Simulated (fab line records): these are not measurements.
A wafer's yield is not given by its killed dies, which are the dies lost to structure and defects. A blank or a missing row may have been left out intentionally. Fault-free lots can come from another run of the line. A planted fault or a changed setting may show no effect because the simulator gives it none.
A lot that was struck, set against a sound lot	flow n5Finfet	19 out of 1938 route steps
Sound: wafers L134.1, L134.3, L134.5. Struck: wafer L144.4. (L144.1 of the same lot was not struck and is left out.) The cause comes at the end.
At each step with rows: each side's tool, then ch and its chambers, then its first start. Under that, the readings that differ: sound wafers	struck wafers	difference of the means	sigmas: that difference in standard deviations of wafers without a fault.
alike: readings with means less than 2 such deviations apart, plus words and numbers identical on both sides. not compared: withheld readings, readings lacking a value on some wafer, bounds such as >300 that could conceal the same value, and numbers that have no deviation in the record and whose values overlap.
The two part at a step that has a row with sigmas, a row that says differs or no value, or rows on one side only. Numbers that don't overlap but have no deviation are shown without sigmas and don't part them. Lack of a reading on every wafer of one side parts them only where that side has two or more wafers.

first, 1 step without rows for these wafers: N5_FIN_CUT_DEVELOP_07 (develop time 30 s).
N5_FIN_CUT_CD_MEAS_08: the cd target is 29.1 nm.
  sound on cdSem-01 ch 0, day 2 14:35; struck on cdSem-01 ch 0, day 5 04:53
  alike: cdNm
N5_FIN_CUT_OVL_MEAS_09:
  sound on overlay-02 ch 0, day 2 14:37; struck on overlay-01 ch 0, day 5 04:55
  alike: FIN_CUT_OVL
N5_FIN_CUT_INSPECT_10: inspects for defects (brightfield).
  sound on defectInspect-01 at day 2 14:41; struck on defectInspect-01 at day 5 04:59
  alike: rawDefectCount
then, 1 step without rows for these wafers: N5_FIN_CUT_DESCUM_13 (chemistry O2, time 7 s).
N5_FIN_CUT_ETCH_30: etches underlayer in N2/H2, target depth 13 nm, time 10.4 s.
  sound on rieDiel-06 ch 0,2,3, day 2 14:56; struck on rieDiel-06 ch 2, day 5 05:03
  alike: biasW, drypumpMotorCurrentA, etchRfOnTimeS, oesProductAu, rfVppV, showerheadPlenumPTorr, throttleValvePct
  not compared: rfHoursCounterH
then, 1 step without rows for these wafers: N5_FIN_CUT_ETCH_20 (etches SiARC in CF4, target depth 26 nm, time 43.3 s).
N5_FIN_CUT_ETCH_21: etches SOC in N2/H2, target depth 219 nm, overetch 43.8 nm, time 523.5 s.
  sound on rieDiel-06 ch 0,2,3, day 2 15:00; struck on rieDiel-06 ch 2, day 5 05:07
  alike: biasW, drypumpMotorCurrentA, oesProductAu, rfVppV, showerheadPlenumPTorr, throttleValvePct
  not compared: rfHoursCounterH
then, 2 steps without rows for these wafers: N5_FIN_CUT_STRIP_23 (strips in N2/H2); N5_FIN_CUT_STRIP_31 (strips in N2/H2).
N5_FIN_CUT_STRIP_24: strips in CF4.
  sound on rieDiel-06 ch 0,2,3, day 2 15:19; struck on rieDiel-06 ch 2, day 5 05:26
  alike: drypumpMotorCurrentA, oesProductAu, rfVppV, showerheadPlenumPTorr, throttleValvePct
  not compared: rfHoursCounterH
N5_FIN_CUT_CUT_ETCH_26: etches SiNx in CH3F/O2, target depth 39 nm, time 55.7 s.
  sound on rieDiel-06 ch 0,2,3, day 2 15:20; struck on rieDiel-06 ch 2, day 5 05:27
  alike: biasW, drypumpMotorCurrentA, oesProductAu, rfVppV, showerheadPlenumPTorr, throttleValvePct
  not compared: rfHoursCounterH
N5_FIN_CUT_CUT_ETCH_27: etches SiO2 in CHF3/O2, target depth 4 nm, overetch 2 nm, time 4.9 s.
  sound on rieDiel-06 ch 0,2,3, day 2 15:23; struck on rieDiel-06 ch 2, day 5 05:30
reading	sound	struck	difference	sigmas
model.SOC_of_FIN_CUT_COAT_18.thkNm (nm)	207.8 207.2 207.4	205.8	-1.7	
  alike: biasW, drypumpMotorCurrentA, oesProductAu, rfVppV, showerheadPlenumPTorr, throttleValvePct
  not compared: rfHoursCounterH
then, 1 step without rows for these wafers: N5_FIN_CUT_PRECLEAN_35 (cleans in vHF, time 13.3 s).
N5_FIN_CUT_CUT_ETCH_15: etches Si in HBr/Cl2/O2, target depth 100 nm, bt time 10 s, time 42.4 s.
  sound on rieSi-05 ch 0,2,3, day 2 15:32; struck on rieSi-01 ch 0, day 5 05:39
reading	sound	struck	difference	sigmas
drypumpMotorCurrentA (A)	5.7 5.8 5.9	5.0	-0.8	-2
  alike: oesProductAu, throttleValvePct
  not compared: biasW, rfHoursCounterH
N5_FIN_CUT_CUT_ETCH_28: etches Si in HBr/Cl2/O2, target depth 6 nm, time 2.4 s.
  sound on rieSi-05 ch 0,2,3, day 2 15:35; struck on rieSi-01 ch 0, day 5 05:42
reading	sound	struck	difference	sigmas
drypumpMotorCurrentA (A)	5.7 5.8 5.9	5.0	-0.8	-2
model.SOC_of_FIN_CUT_COAT_18.thkNm (nm)	168.8 168 168.4	165.8	-2.6	
  alike: oesProductAu, throttleValvePct
  not compared: biasW, rfHoursCounterH
then, 1 step without rows for these wafers: N5_FIN_CUT_STRIP_22 (strips in N2/H2).
-- the record jumps here: 6 days lie between the struck wafers' starts before and after (it left off in module FIN_CUT and takes up again in module BEOL_M4, whose first step shown is number 1111 of the route) --
N5_BEOL_M4_RC_MEAS_101:
  sound on prober-01 ch 0, day 8 11:54; struck on prober-02 ch 0, day 11 06:19
  alike: DIBL_N, DIBL_P, IOFF_N, IOFF_P, ION_N, ION_P, SS_N, SS_P, VT_N, VT_P
-- the record jumps here: 4 days lie between the struck wafers' starts before and after (it left off in module BEOL_M4 and takes up again in module PASSIVATION, whose first step shown is number 1936 of the route) --
N5_PASSIVATION_PROBE_49:
  record: rows for the struck wafers here (prober-02, day 15 16:25), none for the sound ones

## WHERE THEY PART
Earliest at N5_FIN_CUT_CUT_ETCH_15; latest, in this record, at N5_PASSIVATION_PROBE_49.

WHY: whatever the simulator had introduced
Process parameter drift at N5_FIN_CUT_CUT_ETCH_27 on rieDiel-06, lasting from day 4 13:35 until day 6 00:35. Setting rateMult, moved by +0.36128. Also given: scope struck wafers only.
